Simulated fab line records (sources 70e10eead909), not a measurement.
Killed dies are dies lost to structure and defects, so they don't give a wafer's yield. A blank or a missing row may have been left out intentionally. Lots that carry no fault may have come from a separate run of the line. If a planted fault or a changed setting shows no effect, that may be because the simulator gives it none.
Which of the tools did it? || flow nandHarc || 36 wafers from 12 lots sampled at 5 of the route's 1159 steps

== WHAT THE GAUGES READ, wafer by wafer ==
NHARC_HYBRID_BOND_OVL_MEAS_05. Usual: overlayXNm -2 nm, standard deviation 34; overlayYNm -2 nm, standard deviation 33.
{"lot": "L783", "measured": "day 18 21:05", "on": "overlay-02", "overlayXNm (nm)": "-14 -42 1", "overlayYNm (nm)": "2 -16 31", "flag": ""}
{"lot": "L787", "measured": "day 18 21:05", "on": "overlay-01", "overlayXNm (nm)": "14 56 -16", "overlayYNm (nm)": "-43 8 -40", "flag": ""}
{"lot": "L784", "measured": "day 18 21:06", "on": "overlay-02", "overlayXNm (nm)": "-34 35 16", "overlayYNm (nm)": "6 -22 -34", "flag": ""}
{"lot": "L785", "measured": "day 18 21:07", "on": "overlay-01", "overlayXNm (nm)": "1 -28 -61", "overlayYNm (nm)": "-15 -20 19", "flag": ""}
{"lot": "L788", "measured": "day 19 08:45", "on": "overlay-02", "overlayXNm (nm)": "-15 4 -8", "overlayYNm (nm)": "-3 24 7", "flag": ""}
{"lot": "L786", "measured": "day 19 15:14", "on": "overlay-02", "overlayXNm (nm)": "28 -48 -6", "overlayYNm (nm)": "-20 -40 13", "flag": ""}
{"lot": "L791", "measured": "day 20 20:58", "on": "overlay-02", "overlayXNm (nm)": "-82 -28 -66", "overlayYNm (nm)": "38 5 53", "flag": ""}
{"lot": "L793", "measured": "day 20 20:58", "on": "overlay-01", "overlayXNm (nm)": "10 1 61", "overlayYNm (nm)": "-6 -19 -3", "flag": ""}
{"lot": "L800", "measured": "day 23 05:13", "on": "overlay-01", "overlayXNm (nm)": "-11 32 8", "overlayYNm (nm)": "-52 20 51", "flag": ""}
{"lot": "L802", "measured": "day 23 18:23", "on": "overlay-02", "overlayXNm (nm)": "47 1 -64", "overlayYNm (nm)": "27 12 -30", "flag": ""}
{"lot": "L806", "measured": "day 24 04:03", "on": "overlay-02", "overlayXNm (nm)": "8 -33 56", "overlayYNm (nm)": "24 41 -66", "flag": ""}
{"lot": "L805", "measured": "day 24 18:46", "on": "overlay-01", "overlayXNm (nm)": "-22 -67 -29", "overlayYNm (nm)": "-5 52 5", "flag": ""}

NHARC_END_SORT_01. Usual: defectLimitedYield 95.3 %, standard deviation 1.6; killedAtArray 27, standard deviation 11; killedAtOther 0.7, standard deviation 1.1; killedAtPeriphery 3.6, standard deviation 2.4; killedDies 32, standard deviation 11; killedOpen 3.3, standard deviation 1.8; killedShort 2.1, standard deviation 1.5; sort_bin_2_pct 1.4 %, standard deviation 0.64; sort_bin_3_pct 0.29 %, standard deviation 0.22; sort_bin_4_pct 3.0 %, standard deviation 1.1; sortNPass 645, standard deviation 11; sortRimYieldPct 95 %, standard deviation 3.5; sortYieldPct 95.3 %, standard deviation 1.6.
{"lot": "L783", "measured": "day 19 15:27", "on": "prober-01", "defectLimitedYield (%)": "96.5 96.3 96.8", "killedAtArray": "24 21 18", "killedAtOther": "0 0 0", "killedAtPeriphery": "0 4 4", "killedDies": "24 25 22", "killedOpen": "3 5 2", "killedShort": "2 2 0", "sort_bin_2_pct (%)": "1.0 0.7 0.7", "sort_bin_3_pct (%)": "0.15 0.15 0.15", "sort_bin_4_pct (%)": "2.4 2.8 2.4", "sortNPass": "653 652 655", "sortRimYieldPct (%)": "96 94 95", "sortYieldPct (%)": "96.5 96.3 96.8", "flag": ""}
{"lot": "L788", "measured": "day 20 13:28", "on": "prober-01", "defectLimitedYield (%)": "95.3 96.3 97.6", "killedAtArray": "29 15 14", "killedAtOther": "1 2 0", "killedAtPeriphery": "2 8 2", "killedDies": "32 25 16", "killedOpen": "7 3 0", "killedShort": "3 2 1", "sort_bin_2_pct (%)": "2.2 1.2 0.3", "sort_bin_3_pct (%)": "0.30 0.15 0.30", "sort_bin_4_pct (%)": "2.2 2.4 1.8", "sortNPass": "645 652 661", "sortRimYieldPct (%)": "99 93 96", "sortYieldPct (%)": "95.3 96.3 97.6", "flag": ""}
{"lot": "L791", "measured": "day 21 16:02", "on": "prober-01", "defectLimitedYield (%)": "96.2 95.7 95.1", "killedAtArray": "20 23 29", "killedAtOther": "1 1 0", "killedAtPeriphery": "5 5 4", "killedDies": "26 29 33", "killedOpen": "2 5 3", "killedShort": "2 2 4", "sort_bin_2_pct (%)": "1.2 0.9 1.8", "sort_bin_3_pct (%)": "0.44 0.30 0.15", "sort_bin_4_pct (%)": "2.2 3.1 3.0", "sortNPass": "651 648 644", "sortRimYieldPct (%)": "93 97 98", "sortYieldPct (%)": "96.2 95.7 95.1", "flag": ""}
{"lot": "L793", "measured": "day 21 22:07", "on": "prober-02", "defectLimitedYield (%)": "94.5 93.5 95.6", "killedAtArray": "33 39 26", "killedAtOther": "1 0 0", "killedAtPeriphery": "3 5 4", "killedDies": "37 44 30", "killedOpen": "6 5 4", "killedShort": "3 1 2", "sort_bin_2_pct (%)": "1.8 2.8 1.8", "sort_bin_3_pct (%)": "0.15 0 0.44", "sort_bin_4_pct (%)": "3.5 3.7 2.2", "sortNPass": "640 633 647", "sortRimYieldPct (%)": "93 95 92", "sortYieldPct (%)": "94.5 93.5 95.6", "flag": ""}
{"lot": "L802", "measured": "day 24 13:27", "on": "prober-02", "defectLimitedYield (%)": "95.0 94.1 91.9", "killedAtArray": "29 34 46", "killedAtOther": "1 4 6", "killedAtPeriphery": "4 2 3", "killedDies": "34 40 55", "killedOpen": "3 6 3", "killedShort": "2 2 1", "sort_bin_2_pct (%)": "1.3 2.4 1.8", "sort_bin_3_pct (%)": "0.74 0.15 0.44", "sort_bin_4_pct (%)": "3.0 3.4 5.9", "sortNPass": "643 637 622", "sortRimYieldPct (%)": "91 89 100", "sortYieldPct (%)": "95.0 94.1 91.9", "flag": ""}

== TOOL THAT RAN EACH LOT (tool first, then ch and the chambers of the sampled wafers, then the start) ==
{"lot": "L783", "NHARC_THIN_TSV_DESCUM_14": "rieDiel-01 ch 0,2,3, day 18 23:52", "NHARC_THIN_TSV_PVD_51": "pvdSputter-03, day 19 02:58 or earlier", "NHARC_THIN_TSV_ECD_20": "ecdCu-02 ch 0,1, day 19 02:58"}
{"lot": "L787", "NHARC_THIN_TSV_DESCUM_14": "rieDiel-01 ch 0,1, day 19 01:11", "NHARC_THIN_TSV_PVD_51": "pvdSputter-03, day 19 04:34 or earlier", "NHARC_THIN_TSV_ECD_20": "ecdCu-02 ch 0,1, day 19 04:34"}
{"lot": "L784", "NHARC_THIN_TSV_DESCUM_14": "rieDiel-11 ch 1,2,3, day 19 02:26", "NHARC_THIN_TSV_PVD_51": "pvdSputter-01, day 19 06:00 or earlier", "NHARC_THIN_TSV_ECD_20": "ecdCu-01 ch 0,1, day 19 06:00"}
{"lot": "L785", "NHARC_THIN_TSV_DESCUM_14": "rieDiel-07 ch 0,1,2, day 19 03:29", "NHARC_THIN_TSV_PVD_51": "pvdSputter-03, day 19 06:36 or earlier", "NHARC_THIN_TSV_ECD_20": "ecdCu-01 ch 1, day 19 06:36"}
{"lot": "L788", "NHARC_THIN_TSV_DESCUM_14": "rieDiel-01 ch 1,2,3, day 19 11:40", "NHARC_THIN_TSV_PVD_51": "pvdSputter-01, day 19 15:04 or earlier", "NHARC_THIN_TSV_ECD_20": "ecdCu-01 ch 0,1, day 19 15:04"}
{"lot": "L786", "NHARC_THIN_TSV_DESCUM_14": "rieDiel-01 ch 1,2, day 19 18:10", "NHARC_THIN_TSV_PVD_51": "pvdSputter-01, day 19 21:53 or earlier", "NHARC_THIN_TSV_ECD_20": "ecdCu-02 ch 0,1, day 19 21:53"}
{"lot": "L791", "NHARC_THIN_TSV_DESCUM_14": "rieDiel-01 ch 1,2,3, day 20 23:50", "NHARC_THIN_TSV_PVD_51": "pvdSputter-03, day 21 03:16 or earlier", "NHARC_THIN_TSV_ECD_20": "ecdCu-01 ch 0,1, day 21 03:16"}
{"lot": "L793", "NHARC_THIN_TSV_DESCUM_14": "rieDiel-01 ch 0,3, day 21 02:16", "NHARC_THIN_TSV_PVD_51": "pvdSputter-02, day 21 05:25 or earlier", "NHARC_THIN_TSV_ECD_20": "ecdCu-01 ch 0,1, day 21 05:25"}
{"lot": "L800", "NHARC_THIN_TSV_DESCUM_14": "rieDiel-07 ch 0,1,3, day 23 08:09", "NHARC_THIN_TSV_PVD_51": "pvdSputter-03, day 23 12:04 or earlier", "NHARC_THIN_TSV_ECD_20": "ecdCu-01 ch 1, day 23 12:04"}
{"lot": "L802", "NHARC_THIN_TSV_DESCUM_14": "rieDiel-07 ch 2,3, day 23 21:17", "NHARC_THIN_TSV_PVD_51": "pvdSputter-02, day 24 00:21 or earlier", "NHARC_THIN_TSV_ECD_20": "ecdCu-01 ch 1, day 24 00:21"}
{"lot": "L806", "NHARC_THIN_TSV_DESCUM_14": "rieDiel-11 ch 0,2,3, day 24 07:04", "NHARC_THIN_TSV_PVD_51": "pvdSputter-02, day 24 10:13 or earlier", "NHARC_THIN_TSV_ECD_20": "ecdCu-01 ch 0,1, day 24 10:13"}
{"lot": "L805", "NHARC_THIN_TSV_DESCUM_14": "rieDiel-01 ch 2,3, day 24 21:41", "NHARC_THIN_TSV_PVD_51": "pvdSputter-01, day 25 01:07 or earlier", "NHARC_THIN_TSV_ECD_20": "ecdCu-01 ch 0,1, day 25 01:07"}
- NHARC_THIN_TSV_DESCUM_14: chemistry O2, time 3 s.
- NHARC_THIN_TSV_PVD_51: deposits Cu, target thk 100 nm.
- NHARC_THIN_TSV_ECD_20: material Cu, target thk 2000 nm.

== AS READ BY THE TOOLS THEMSELVES (means over the sampled wafers that have a number; for cases with no such wafer, the mark the record gives instead) ==
NHARC_THIN_TSV_DESCUM_14. Usual: chamberPressureMTorr 60.00 mTorr, standard deviation 0.049; drypumpMotorCurrentA 5.6 A, standard deviation 0.33; oesProductAu 0.994 a.u., standard deviation 0.012; rfVppV 57.8 V, standard deviation 0.89; showerheadPlenumPTorr 1.90 Torr, standard deviation 0.08; throttleValvePct 11.311 %, standard deviation 0.0096.
{"lot": "L783", "tool": "rieDiel-01", "chamberPressureMTorr (mTorr)": 60.01, "drypumpMotorCurrentA (A)": 5.2, "oesProductAu (a.u.)": 0.992, "rfVppV (V)": 58.2, "showerheadPlenumPTorr (Torr)": 1.90, "throttleValvePct (%)": 11.322, "flag": ""}
{"lot": "L787", "tool": "rieDiel-01", "chamberPressureMTorr (mTorr)": 59.99, "drypumpMotorCurrentA (A)": 5.4, "oesProductAu (a.u.)": 0.989, "rfVppV (V)": 58.8, "showerheadPlenumPTorr (Torr)": 1.98, "throttleValvePct (%)": 11.313, "flag": ""}
{"lot": "L784", "tool": "rieDiel-11", "chamberPressureMTorr (mTorr)": 60.04, "drypumpMotorCurrentA (A)": 5.8, "oesProductAu (a.u.)": 0.986, "rfVppV (V)": 57.8, "showerheadPlenumPTorr (Torr)": 1.89, "throttleValvePct (%)": 11.320, "flag": ""}
{"lot": "L785", "tool": "rieDiel-07", "chamberPressureMTorr (mTorr)": 60.02, "drypumpMotorCurrentA (A)": 5.6, "oesProductAu (a.u.)": 1.001, "rfVppV (V)": 57.3, "showerheadPlenumPTorr (Torr)": 1.91, "throttleValvePct (%)": 11.308, "flag": ""}
{"lot": "L788", "tool": "rieDiel-01", "chamberPressureMTorr (mTorr)": 59.98, "drypumpMotorCurrentA (A)": 5.3, "oesProductAu (a.u.)": 0.986, "rfVppV (V)": 57.6, "showerheadPlenumPTorr (Torr)": 1.90, "throttleValvePct (%)": 11.310, "flag": ""}
{"lot": "L786", "tool": "rieDiel-01", "chamberPressureMTorr (mTorr)": 59.99, "drypumpMotorCurrentA (A)": 5.6, "oesProductAu (a.u.)": 0.999, "rfVppV (V)": 58.1, "showerheadPlenumPTorr (Torr)": 1.95, "throttleValvePct (%)": 11.319, "flag": ""}
{"lot": "L791", "tool": "rieDiel-01", "chamberPressureMTorr (mTorr)": 60.00, "drypumpMotorCurrentA (A)": 5.3, "oesProductAu (a.u.)": 0.994, "rfVppV (V)": 58.0, "showerheadPlenumPTorr (Torr)": 1.90, "throttleValvePct (%)": 11.310, "flag": ""}
{"lot": "L793", "tool": "rieDiel-01", "chamberPressureMTorr (mTorr)": 60.03, "drypumpMotorCurrentA (A)": 5.0, "oesProductAu (a.u.)": 0.984, "rfVppV (V)": 57.6, "showerheadPlenumPTorr (Torr)": 1.88, "throttleValvePct (%)": 11.307, "flag": ""}
{"lot": "L800", "tool": "rieDiel-07", "chamberPressureMTorr (mTorr)": 59.98, "drypumpMotorCurrentA (A)": 5.6, "oesProductAu (a.u.)": 1.008, "rfVppV (V)": 58.2, "showerheadPlenumPTorr (Torr)": 1.92, "throttleValvePct (%)": 11.304, "flag": ""}
{"lot": "L802", "tool": "rieDiel-07", "chamberPressureMTorr (mTorr)": 60.07, "drypumpMotorCurrentA (A)": 5.9, "oesProductAu (a.u.)": 1.005, "rfVppV (V)": 57.0, "showerheadPlenumPTorr (Torr)": 1.84, "throttleValvePct (%)": 11.313, "flag": ""}
{"lot": "L806", "tool": "rieDiel-11", "chamberPressureMTorr (mTorr)": 59.95, "drypumpMotorCurrentA (A)": 5.8, "oesProductAu (a.u.)": 1.004, "rfVppV (V)": 58.3, "showerheadPlenumPTorr (Torr)": 1.85, "throttleValvePct (%)": 11.310, "flag": ""}
{"lot": "L805", "tool": "rieDiel-01", "chamberPressureMTorr (mTorr)": 60.00, "drypumpMotorCurrentA (A)": 5.2, "oesProductAu (a.u.)": 1.006, "rfVppV (V)": 57.4, "showerheadPlenumPTorr (Torr)": 1.87, "throttleValvePct (%)": 11.318, "flag": ""}

NHARC_THIN_TSV_PVD_51. Usual: chamberPressurePa 4.999 Pa, standard deviation 0.0095; throttleValvePct 30.0 %, standard deviation 0.75.
{"lot": "L783", "tool": "pvdSputter-03", "chamberPressurePa (Pa)": 4.993, "throttleValvePct (%)": 29.7, "flag": ""}
{"lot": "L787", "tool": "pvdSputter-03", "chamberPressurePa (Pa)": 4.995, "throttleValvePct (%)": 30.2, "flag": ""}
{"lot": "L784", "tool": "pvdSputter-01", "chamberPressurePa (Pa)": 4.997, "throttleValvePct (%)": 30.6, "flag": ""}
{"lot": "L785", "tool": "pvdSputter-03", "chamberPressurePa (Pa)": 4.995, "throttleValvePct (%)": 30.6, "flag": ""}
{"lot": "L788", "tool": "pvdSputter-01", "chamberPressurePa (Pa)": 5.002, "throttleValvePct (%)": 31.3, "flag": ""}
{"lot": "L786", "tool": "pvdSputter-01", "chamberPressurePa (Pa)": 5.000, "throttleValvePct (%)": 29.7, "flag": ""}
{"lot": "L791", "tool": "pvdSputter-03", "chamberPressurePa (Pa)": 4.995, "throttleValvePct (%)": 30.6, "flag": ""}
{"lot": "L793", "tool": "pvdSputter-02", "chamberPressurePa (Pa)": 4.995, "throttleValvePct (%)": 29.8, "flag": ""}
{"lot": "L800", "tool": "pvdSputter-03", "chamberPressurePa (Pa)": 5.009, "throttleValvePct (%)": 29.9, "flag": ""}
{"lot": "L802", "tool": "pvdSputter-02", "chamberPressurePa (Pa)": 5.000, "throttleValvePct (%)": 29.7, "flag": ""}
{"lot": "L806", "tool": "pvdSputter-02", "chamberPressurePa (Pa)": 4.997, "throttleValvePct (%)": 29.8, "flag": ""}
{"lot": "L805", "tool": "pvdSputter-01", "chamberPressurePa (Pa)": 4.998, "throttleValvePct (%)": 30.6, "flag": ""}

== THE ANSWER, worked out from the rows above alone ==
Rule: take the mean of a lot's wafers that have a number; if it is more than 3 standard deviations from the usual mean, the lot is off. Also off: a lot with no number at a reading for which 4 or more lots have one. All remaining lots with rows at the step are treated as sound. The gauges are gone through in route order, then the tools' own readings, and for those a lot's mean is taken as printed above. At the first step where some lot is off, the reading lying furthest off is the one used; lots without a number count as furthest.
Across all readings shown, no lot is off: no conclusion can be drawn from this.

== WHAT THE SIMULATOR PUT IN ==
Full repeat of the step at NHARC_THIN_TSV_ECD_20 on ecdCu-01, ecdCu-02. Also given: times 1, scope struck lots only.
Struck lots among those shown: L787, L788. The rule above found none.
